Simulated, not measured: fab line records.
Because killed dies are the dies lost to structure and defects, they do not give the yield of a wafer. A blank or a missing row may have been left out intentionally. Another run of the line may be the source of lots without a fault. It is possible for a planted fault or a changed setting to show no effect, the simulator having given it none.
The same fault as seen by 2 desks ; flow nand harc ; every desk sees just its own numbers, and what lay behind them comes last

## FROM THE METROLOGY DESK
What the gauges read for every lot (on any tool): the sampled wafers with a number, averaged. If a lot's mean is further than 4 standard deviations from the usual mean, the lot is out of limits and carries the mark OUT (the distance appears in the brackets).
Columns: A = cd nm at NHARC_A_M1_CD_MEAS_16, usual 119.9 nm; B = cd nm at NHARC_A_BONDPAD_CD_MEAS_13, usual 499.4 nm
lot;first seen here;A;B
L132;day 23 20:59;120.5;499.0
L133;day 23 23:04;120.4;499.1
L135;day 24 01:54;119.7;499.7
L137;day 25 03:55;120.0;500.1
L138;day 25 23:12;119.2;500.1
L139;day 26 00:27;119.7;498.4
L144;day 27 21:20;119.6;500.9
L149;day 29 21:02;119.4;497.4
L146;day 29 22:02;120.2;496.3
L155;day 32 17:48;120.4;498.8
L153;day 32 19:23;119.7;499.1
L152;day 32 22:41;119.6;499.3
Result from this desk: across the 12 lots, nothing is out of limits.

## DESK OF THE TOOL OWNER: rie diel-08
The tool's own readings at NHARC_A_BONDPAD_ETCH_12 (etches the open film in CHF3/O2, target depth 220 nm, time 110 s): means of the sampled wafers that have a number, for each lot that ran on this tool. If a lot's mean is further than 4 standard deviations from the usual mean, the lot is out of limits and carries the mark OUT (the distance appears in the brackets).
Columns: A = drypump motor current A at NHARC_A_BONDPAD_ETCH_12, usual 5.64 A; B = oes product au at NHARC_A_BONDPAD_ETCH_12, usual 0.946 a.u.; C = rf fwd power W at NHARC_A_BONDPAD_ETCH_12, usual 497.3 W; D = rf vpp V at NHARC_A_BONDPAD_ETCH_12, usual 369.5 V; E = showerhead plenum p Torr at NHARC_A_BONDPAD_ETCH_12, usual 2.35 Torr; F = throttle valve pct at NHARC_A_BONDPAD_ETCH_12, usual 20.573 %
lot;first seen here;A;B;C;D;E;F
L133;day 24 03:43;5.49;0.972;498.2;367.6;2.28;20.573
L135;day 24 06:43;5.33;0.969;497.4;370.4;2.34;20.573
L137;day 25 08:34;5.55;0.941;496.2;369.7;2.33;20.567
L139;day 26 04:57;5.32;0.952;496.7;368.9;2.34;20.576
L144;day 28 01:58;5.53;0.973;499.2;368.3;2.28;20.578
L149;day 30 01:56;5.44;0.730 (-9.8) OUT;296.8 (-99 or more) OUT;369.0;2.31;20.574
L146;day 30 02:56;5.52;0.713 (-11) OUT;298.6 (-99 or more) OUT;368.4;2.28;20.583
L152;day 33 03:16;5.54;0.962;496.1;368.9;2.32;20.572
Finding of this desk: L146, L149 out of limits; the first was L149 at day 30 01:56, on oes product au at NHARC_A_BONDPAD_ETCH_12. L133, L135, L137, L139, L144, L152: within limits.

## ALL TOGETHER
At day 30 01:56, on L146, L149, the tool owner's desk was in a position to raise an alarm.
Metrology desk: nothing out of limits seen.
The metrology desk holds a record of L146, L149, inside its limits.
All the named lots went through NHARC_A_BONDPAD_ETCH_12 on rie diel-08.

## WHAT THE SIMULATOR PUT IN
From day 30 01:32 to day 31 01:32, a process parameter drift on rie diel-08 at NHARC_A_BONDPAD_ETCH_12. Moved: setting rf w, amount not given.
Lots struck among those shown: L146, L149.
How many hours passed from the start of the fault until each desk's first out-of-limits reading: the tool owner's desk, 0.
